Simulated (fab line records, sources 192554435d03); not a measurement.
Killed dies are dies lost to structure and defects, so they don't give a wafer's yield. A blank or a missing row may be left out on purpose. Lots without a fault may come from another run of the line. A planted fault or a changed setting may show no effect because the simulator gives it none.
Split-lot experiment | flow n5_finfet | 7 lots, 39 wafers read, on a route of 1938 steps

THE SPLIT
At N5_DUMMY_GATE_ETCH_42 (etches SiO2 in CHF3/O2, target depth 3.5 nm, time 31 s), the setting bias_w was moved away from the recipe's 12 W on 15 of the 39 wafers read, by -13.8% to +16.4%. The other wafers ran this setting at the recipe's value.

The reading is taken at the split's own step.

THE READING
rf_vpp_V, in V, at N5_DUMMY_GATE_ETCH_42 (etches SiO2 in CHF3/O2, target depth 3.5 nm, time 31 s). Fault-free wafers of this fab line usually give 42.3 V, standard deviation 1.1 V.

wafer  | tool, chamber at the split | bias_w as run, W | against the recipe | rf_vpp_V, V | against lot-mates on the recipe
L074.1 | rie_diel-06, 0             | 12               | recipe             | 44.3        | -
L074.2 | rie_diel-06, 2             | 10.88            | -9.3%              | 40.6        | -2.6
L074.3 | rie_diel-06, 1             | 12               | recipe             | 42.1        | -
L074.4 | rie_diel-06, 1             | 10.88            | -9.3%              | 41.1        | -2.1
L074.5 | rie_diel-06, 2             | 12               | recipe             | 43.1        | -
L074.6 | rie_diel-06, 0             | 10.88            | -9.3%              | 38.0        | -5.2
L077.1 | rie_diel-06, 0             | 12               | recipe             | 41.3        | -
L077.2 | rie_diel-06, 1             | 12               | recipe             | 42.3        | -
L077.3 | rie_diel-06, 2             | 10.35            | -13.8%             | 37.2        | -4.8
L077.4 | rie_diel-06, 0             | 10.35            | -13.8%             | 37.6        | -4.4
L077.5 | rie_diel-06, 2             | 12               | recipe             | 42.4        | -
L077.6 | rie_diel-06, 1             | 10.35            | -13.8%             | 38.5        | -3.5
L081.1 | rie_diel-02, 1             | 12               | recipe             | 41.3        | -
L081.2 | rie_diel-02, 3             | 10.73            | -10.6%             | 38.6        | -2.9
L081.3 | rie_diel-02, 0             | 10.73            | -10.6%             | 39.4        | -2.1
L081.4 | rie_diel-02, 1             | 12               | recipe             | 41.7        | -
L081.5 | rie_diel-02, 0             | 12               | recipe             | 41.5        | -
L081.6 | rie_diel-02, 3             | 10.73            | -10.6%             | 38.1        | -3.4
L084.1 | rie_diel-02, 2             | 12               | recipe             | 43.5        | -
L084.4 | rie_diel-02, 0             | 12               | recipe             | 42.4        | -
L084.6 | rie_diel-02, 0             | 12               | recipe             | 42.6        | -
L085.1 | rie_diel-02, 2             | 12               | recipe             | 43.3        | -
L085.2 | rie_diel-02, 1             | 12               | recipe             | 42.6        | -
L085.3 | rie_diel-02, 0             | 12               | recipe             | 41.9        | -
L085.4 | rie_diel-02, 3             | 12               | recipe             | 41.3        | -
L085.5 | rie_diel-02, 0             | 12               | recipe             | 42.0        | -
L085.6 | rie_diel-02, 1             | 12               | recipe             | 41.2        | -
L091.1 | rie_diel-05, 0             | 12               | recipe             | 43.4        | -
L091.2 | rie_diel-05, 3             | 13.97            | +16.4%             | 47.7        | +5.0
L091.3 | rie_diel-05, 1             | 13.97            | +16.4%             | 45.6        | +2.9
L091.4 | rie_diel-05, 2             | 12               | recipe             | 42.9        | -
L091.5 | rie_diel-05, 1             | 12               | recipe             | 41.8        | -
L091.6 | rie_diel-05, 2             | 13.97            | +16.4%             | 46.9        | +4.2
L095.1 | rie_diel-02, 0             | 12               | recipe             | 43.7        | -
L095.2 | rie_diel-02, 2             | 12               | recipe             | 42.2        | -
L095.3 | rie_diel-02, 3             | 13.54            | +12.8%             | 44.6        | +1.8
L095.4 | rie_diel-02, 1             | 13.54            | +12.8%             | 45.2        | +2.4
L095.5 | rie_diel-02, 3             | 13.54            | +12.8%             | 45.5        | +2.7
L095.6 | rie_diel-02, 0             | 12               | recipe             | 42.5        | -

THE FIT
A straight line over all 39 wafers: rf_vpp_V changes by +0.281 V for each +1% of bias_w; r = +0.93; the points scatter about the line by 0.91 V.
The same after taking each lot's own level away (the mean of its wafers on the recipe; 39 wafers): +0.259 V for each +1%; r = +0.93; scatter 0.82 V.
On that fit, the largest move of bias_w shifts the reading by 4.3 V.
The lots' own levels span 41.50 to 43.17 V, that is 1.5 times the standard deviation above.
So the lot-to-lot level changes the slope little: the two slopes agree.
Check: with one of the wafers moved furthest among these (+16.4%) left out of the fit, the line predicts +3.88 V for it against its lot-mates. It came out at +5 V against them.
Tool readings at the split's step, against how far the setting was moved: rf_vpp_V r = +0.93.

OTHER SPLITS ON THESE WAFERS
These wafers also went through other splits before the reading. Each is held against what the fit with the lots' levels taken away leaves over:
other split on the same wafers | wafers away from the commonest value | r with rf_vpp_V (lot level and that fit taken away)
N5_DUMMY_GATE_ETCH_37 source_w | 12                                   | -0.06
N5_DUMMY_GATE_ETCH_32 time_s   | 12                                   | +0.30

THE FILE'S OWN FIT
rf_vpp_V changes by +0.262 V for each +1% of bias_w, r = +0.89.
